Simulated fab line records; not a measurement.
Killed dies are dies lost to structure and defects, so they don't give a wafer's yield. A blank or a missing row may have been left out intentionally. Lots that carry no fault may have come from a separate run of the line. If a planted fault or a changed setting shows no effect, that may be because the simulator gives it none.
The tool behind it: which one? + flow nandHarc + 11 lots with 33 wafers sampled at 6 steps, on a route of 1302 steps

## WHAT EACH GAUGE READ, for each wafer
NHARC_A_BLC_CD_MEAS_10: target cd 100 nm.
| lot  | measured     | on       | cdNm (nm)         |
|------|--------------|----------|-------------------|
| L284 | day 23 10:17 | cdSem-01 | 100.6 99.5 100.7  |
| L286 | day 24 06:42 | cdSem-01 | 100.7 100.6 99.9  |
| L285 | day 24 08:40 | cdSem-01 | 99.9 100.1 100.5  |
| L287 | day 24 22:29 | cdSem-03 | 100.5 100.4 100.0 |
| L291 | day 26 12:02 | cdSem-02 | 99.4 99.9 100.3   |
| L293 | day 27 22:07 | cdSem-02 | 100.2 99.8 100.5  |
| L300 | day 30 05:23 | cdSem-03 | 99.7 101.0 100.3  |
| L301 | day 30 16:31 | cdSem-02 | 101.4 113.3 100.3 |
| L302 | day 31 14:46 | cdSem-03 | 99.7 100.7 100.0  |
| L303 | day 31 21:40 | cdSem-02 | 100.3 114.3 100.0 |
| L304 | day 32 07:38 | cdSem-01 | 113.3 99.9 102.0  |

NHARC_END_SORT_01.
| lot  | measured     | on        | killedAtArray | killedAtOther | killedAtPeriphery | killedDies | killedOpen | killedShort |
|------|--------------|-----------|---------------|---------------|-------------------|------------|------------|-------------|
| L301 | day 32 19:22 | prober-01 | 52            | 2             | 3                 | 57         | 1          | 2           |
| L303 | day 33 16:19 | prober-01 | 108           | 0             | 3                 | 111        | 3          | 2           |
| L304 | day 34 07:01 | prober-01 | 98            | 1             | 2                 | 101        | 2          | 9           |

## WHAT TOOL EACH LOT RAN ON (gives the tool, then ch and the chambers of the sampled wafers, and finally the start)
| lot  | NHARC_A_CONTACT_ETCH_91           | NHARC_A_CONTACT_ETCH_138           | NHARC_A_BLC_PEB_08               | NHARC_A_BLC_STRIP_21              |
|------|-----------------------------------|------------------------------------|----------------------------------|-----------------------------------|
| L284 | rieDiel-11 ch 0,1, day 22 23:19   | harCapEtch-03 ch 0, day 23 06:20   | lithoTrack-06 ch 0, day 23 10:12 | rieDiel-06 ch 1,2, day 23 11:38   |
| L286 | rieDiel-04 ch 2,3, day 23 15:55   | harCapEtch-02 ch 0,1, day 24 02:43 | lithoTrack-06 ch 0, day 24 06:38 | rieDiel-07 ch 0,1,3, day 24 08:02 |
| L285 | rieDiel-13 ch 1,3, day 23 16:22   | harCapEtch-03 ch 0,1, day 24 04:20 | lithoTrack-06 ch 0, day 24 08:35 | rieDiel-07 ch 1,3, day 24 10:00   |
| L287 | rieDiel-13 ch 0,1,3, day 24 12:18 | harCapEtch-01 ch 0,1, day 24 18:23 | lithoTrack-01 ch 0, day 24 22:25 | rieDiel-07 ch 0,2,3, day 24 23:50 |
| L291 | rieDiel-11 ch 1,2,3, day 26 02:13 | harCapEtch-02 ch 0,1, day 26 08:07 | lithoTrack-01 ch 0, day 26 11:57 | rieDiel-07 ch 0,1,3, day 26 13:24 |
| L293 | rieDiel-04 ch 1,2, day 27 10:22   | harCapEtch-02 ch 0,1, day 27 18:11 | lithoTrack-06 ch 0, day 27 22:02 | rieDiel-06 ch 0,2,3, day 27 23:27 |
| L300 | rieDiel-13 ch 1,3, day 29 14:33   | harCapEtch-01 ch 0,1, day 30 00:38 | lithoTrack-06 ch 0, day 30 05:18 | rieDiel-07 ch 1,3, day 30 06:44   |
| L301 | rieDiel-11 ch 0,1,2, day 30 03:58 | harCapEtch-02 ch 0,1, day 30 12:23 | lithoTrack-06 ch 0, day 30 16:27 | rieDiel-06 ch 0,2,3, day 30 17:56 |
| L302 | rieDiel-11 ch 0,3, day 31 00:21   | harCapEtch-02 ch 0,1, day 31 10:44 | lithoTrack-01 ch 0, day 31 14:41 | rieDiel-07 ch 0,1,2, day 31 16:06 |
| L303 | rieDiel-13 ch 1,2,3, day 31 10:55 | harCapEtch-01 ch 0,1, day 31 17:20 | lithoTrack-06 ch 0, day 31 21:35 | rieDiel-06 ch 1,2,3, day 31 23:00 |
| L304 | rieDiel-04 ch 0,1,2, day 31 18:05 | harCapEtch-01 ch 0,1, day 32 03:39 | lithoTrack-06 ch 0, day 32 07:34 | rieDiel-07 ch 0,1,2, day 32 08:59 |
- NHARC_A_CONTACT_ETCH_91: etches the open film in CH3F/O2, target depth 40 nm, time 85.7 s.
- NHARC_A_CONTACT_ETCH_138: etches the open film in C4F8/O2/Ar, time 311 s, target depth 1914 nm.
- NHARC_A_BLC_PEB_08: peb time 65 s.
- NHARC_A_BLC_STRIP_21: strips in O2.

## WHAT THE TOOLS THEMSELVES READ (means of the sampled wafers that have a number; where no wafer has one, the mark that the record gives instead)
NHARC_A_CONTACT_ETCH_91.
| lot  | tool       | biasW (W) | drypumpMotorCurrentA (A) | oesProductAu (a.u.) | rfFwdPowerW (W) | rfVppV (V) | showerheadPlenumPTorr (Torr) | throttleValvePct (%) |
|------|------------|-----------|--------------------------|---------------------|-----------------|------------|------------------------------|----------------------|
| L284 | rieDiel-11 | 99.6      | 6.2                      | 0.92                | 497.0           | 244.9      | 2.48                         | 20.663               |
| L286 | rieDiel-04 | 100.2     | 5.7                      | 1.00                | 493.9           | 243.7      | 2.43                         | 20.654               |
| L285 | rieDiel-13 | 100.4     | 4.9                      | 0.92                | 497.0           | 244.7      | 2.46                         | 20.663               |
| L287 | rieDiel-13 | 99.8      | 5.5                      | 0.99                | 496.4           | 244.4      | 2.46                         | 20.654               |
| L291 | rieDiel-11 | 99.9      | 5.9                      | 1.00                | 497.2           | 243.8      | 2.46                         | 20.661               |
| L293 | rieDiel-04 | 100.0     | 5.4                      | 0.99                | 494.0           | 242.8      | 2.35                         | 20.662               |
| L300 | rieDiel-13 | 100.1     | 5.0                      | 0.92                | 495.3           | 245.0      | 2.44                         | 20.665               |
| L301 | rieDiel-11 | 100.0     | 5.8                      | 0.93                | 495.9           | 244.5      | 2.44                         | 20.667               |
| L302 | rieDiel-11 | 100.0     | 6.1                      | 0.92                | 500.3           | 246.2      | 2.59                         | 20.661               |
| L303 | rieDiel-13 | 100.0     | 5.2                      | 0.92                | 496.1           | 243.8      | 2.43                         | 20.658               |
| L304 | rieDiel-04 | 99.8      | 5.5                      | 1.00                | 494.3           | 243.3      | 2.37                         | 20.657               |

NHARC_A_BLC_PEB_08.
| lot  | tool          | resistLineTempC (C) |
|------|---------------|---------------------|
| L284 | lithoTrack-06 | 22.99               |
| L286 | lithoTrack-06 | 23.07               |
| L285 | lithoTrack-06 | 23.02               |
| L287 | lithoTrack-01 | 23.21               |
| L291 | lithoTrack-01 | 23.12               |
| L293 | lithoTrack-06 | 23.14               |
| L300 | lithoTrack-06 | 23.18               |
| L301 | lithoTrack-06 | 23.00               |
| L302 | lithoTrack-01 | 23.18               |
| L303 | lithoTrack-06 | 23.02               |
| L304 | lithoTrack-06 | 23.19               |

NHARC_A_BLC_STRIP_21.
| lot  | tool       | drypumpMotorCurrentA (A) | oesProductAu (a.u.) | rfVppV (V) | showerheadPlenumPTorr (Torr) | throttleValvePct (%) |
|------|------------|--------------------------|---------------------|------------|------------------------------|----------------------|
| L284 | rieDiel-06 | 5.5                      | 0.991               | 57.7       | 3.50                         | 17.034               |
| L286 | rieDiel-07 | 5.7                      | 1.007               | 57.4       | 3.45                         | 17.031               |
| L285 | rieDiel-07 | 6.0                      | 1.002               | 58.9       | 3.53                         | 17.029               |
| L287 | rieDiel-07 | 5.7                      | 0.995               | 57.9       | 3.41                         | 17.040               |
| L291 | rieDiel-07 | 5.7                      | 1.003               | 57.2       | 3.44                         | 17.037               |
| L293 | rieDiel-06 | 5.8                      | 0.987               | 58.5       | 3.70                         | 17.032               |
| L300 | rieDiel-07 | 5.6                      | 1.006               | 56.6       | 3.48                         | 17.043               |
| L301 | rieDiel-06 | 5.8                      | 0.985               | 58.3       | 3.69                         | 17.038               |
| L302 | rieDiel-07 | 6.1                      | 1.008               | 57.5       | 3.44                         | 17.046               |
| L303 | rieDiel-06 | 5.5                      | 0.982               | 57.6       | 3.56                         | 17.030               |
| L304 | rieDiel-07 | 6.1                      | 1.000               | 57.3       | 3.44                         | 17.041               |

## THE ANSWER, worked out from the rows above alone
Rule: the usual values come from the lots themselves. The widest of any qualifying gaps counts: lots, ordered by their means at a reading, are off when they make up no more than a third of the lots, leave a main group of 4 or more, and stand apart from it by 3 or more times the standard deviation of that group's means. If all means in a main group match to the digits the tables above print for the reading, that group is not used. A lot without any number at a reading at which 4 lots or more have one is off too. All remaining lots with rows at the step are treated as sound. The gauges are gone through in route order, then the tools' own readings, and for those a lot's mean is taken as printed above. The first step at which some lot is off is used, and at that step the reading that is off furthest; a lot without a number counts as furthest.
Off: L301, L303, L304, at NHARC_A_BLC_CD_MEAS_10 (cdNm). Main group: mean 100.2 nm, sd 0.15.
A tool fits if, at a process step before that reading, it ran every lot that is off, and no sound lot after the first of them. Gauges at NHARC_A_BLC_CD_MEAS_10: tried the same way as those tools. One fits: lithoTrack-06 at NHARC_A_BLC_PEB_08. A fault onset in the window from L300 (day 30 05:18, its last sound lot) to L301 (day 30 16:27, its first lot off) fits.

## WHAT THE SIMULATOR HAD INSERTED
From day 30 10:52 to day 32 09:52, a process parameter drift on lithoTrack-06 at NHARC_A_BLC_PEB_08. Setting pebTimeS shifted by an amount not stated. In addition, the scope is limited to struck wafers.
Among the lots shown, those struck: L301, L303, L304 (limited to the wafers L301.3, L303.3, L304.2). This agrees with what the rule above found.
